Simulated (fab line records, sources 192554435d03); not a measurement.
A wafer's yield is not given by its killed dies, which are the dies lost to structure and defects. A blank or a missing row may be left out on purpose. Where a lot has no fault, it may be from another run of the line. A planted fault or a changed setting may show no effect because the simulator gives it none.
Which tool was responsible? | flow n5 finfet | 72 wafers from 24 lots sampled at 2 of the route's 1938 steps

WHAT EACH GAUGE READ, for each wafer
N5_BEOL_M0_RS_MEAS_126: the measuring method here is four-point-probe.
lot  | measured     | on            | M0_RS (ohm/sq)
L074 | day 6 08:34  | film metro-02 | 0.543 0.520 0.523
L075 | day 6 11:24  | film metro-01 | 0.537 0.540 0.513
L076 | day 6 15:57  | film metro-02 | 0.554 0.527 0.506
L078 | day 6 23:48  | film metro-02 | 0.524 0.544 0.526
L077 | day 7 02:09  | film metro-02 | 0.526 0.514 0.520
L079 | day 7 08:59  | film metro-01 | 0.532 0.518 0.521
L080 | day 7 09:32  | film metro-01 | 0.537 0.559 0.539
L081 | day 7 18:44  | film metro-02 | 0.550 0.541 0.523
L082 | day 8 00:46  | film metro-02 | 0.536 0.525 0.526
L083 | day 8 01:20  | film metro-01 | 0.525 0.531 0.521
L084 | day 8 11:30  | film metro-01 | 0.527 0.532 0.518
L085 | day 8 16:58  | film metro-01 | 0.513 0.529 0.534
L086 | day 9 03:41  | film metro-02 | 0.542 0.527 0.507
L087 | day 9 07:56  | film metro-01 | 0.546 0.528 0.552
L089 | day 9 17:18  | film metro-01 | 0.547 0.524 0.536
L088 | day 9 19:14  | film metro-02 | 0.544 0.526 0.532
L090 | day 10 04:50 | film metro-02 | 0.541 0.523 0.519
L091 | day 10 07:29 | film metro-01 | 0.572 0.555 0.553
L092 | day 10 16:21 | film metro-02 | 0.537 0.522 0.514
L093 | day 10 22:43 | film metro-01 | 0.556 0.532 0.550
L094 | day 11 07:49 | film metro-01 | 0.522 0.511 0.508
L095 | day 11 11:35 | film metro-01 | 0.534 0.537 0.553
L096 | day 11 16:58 | film metro-01 | 0.558 0.570 0.556
L097 | day 11 23:05 | film metro-02 | 0.561 0.543 0.551

N5_BEOL_M1_OVL_MEAS_29.
lot  | measured     | on         | V0_OVL (nm)
L074 | day 6 10:29  | overlay-01 | 0.3 0.2 0.0
L075 | day 6 14:06  | overlay-02 | -0.8 -0.8 -0.5
L076 | day 6 20:07  | overlay-01 | -0.5 -1.9 -1.1
L078 | day 7 02:13  | overlay-01 | -0.8 -1.0 0.0
L077 | day 7 06:31  | overlay-01 | 0.3 -0.9 -0.4
L079 | day 7 12:33  | overlay-02 | -0.5 -0.3 -0.3
L080 | day 7 13:13  | overlay-02 | -1.1 -0.7 -1.2
L081 | day 7 22:11  | overlay-01 | 0.4 0.6 0.6
L082 | day 8 03:07  | overlay-01 | -0.5 -1.5 -0.9
L083 | day 8 05:51  | overlay-01 | 0.3 0.3 -0.8
L084 | day 8 14:44  | overlay-01 | -2.0 -2.5 -2.8
L085 | day 8 19:34  | overlay-02 | -0.8 -0.8 0.0
L086 | day 9 05:20  | overlay-02 | 0.7 -0.2 -0.5
L087 | day 9 11:45  | overlay-02 | -1.5 -0.8 -0.7
L089 | day 9 19:22  | overlay-02 | -1.3 -0.5 -0.7
L088 | day 9 22:23  | overlay-01 | -1.1 -0.3 0.8
L090 | day 10 07:11 | overlay-02 | 0.4 -0.6 0.3
L091 | day 10 09:43 | overlay-01 | 0.3 0.4 -0.5
L092 | day 10 18:59 | overlay-01 | -0.4 -0.6 -0.9
L093 | day 11 01:07 | overlay-01 | 1.1 0.6 0.1
L094 | day 11 10:46 | overlay-01 | -0.4 0.2 -0.2
L095 | day 11 14:52 | overlay-01 | 0.6 -0.4 -0.3
L096 | day 11 19:39 | overlay-01 | 0.0 0.1 0.1
L097 | day 12 01:07 | overlay-02 | -0.1 -0.1 -0.6

WHICH TOOL RAN EACH LOT (tool, then ch and the chambers of the sampled wafers, then the start)
Record: no process step prior to these readings.

AS READ BY THE TOOLS THEMSELVES (means over the sampled wafers that have a number; for cases with no such wafer, the mark the record gives instead)
The record holds no such reading with a usual standard deviation.

THE ANSWER, worked out from the rows above alone
Rule: the lots themselves supply what counts as usual. Put in order of their means at a reading, lots are off if they are a third of the lots or fewer, leave a main group of 4 or more, and stand apart from it by a gap of 3 or more times the standard deviation of the main group's means; of several such gaps the widest counts. A main group whose means are all the same, to the digits that the tables above print for the reading, isn't used. Also off: a lot with no number at a reading for which 4 or more lots have one. The other lots that the step has rows for count as sound. Order of review: gauges by route order, followed by the tools' own readings, for which a lot's mean as printed above is used. At the first step where some lot is off, the reading lying furthest off is the one used; lots without a number count as furthest.
No lot is off at any reading shown: from this, nothing can be told.

WHAT THE SIMULATOR HAD PUT IN
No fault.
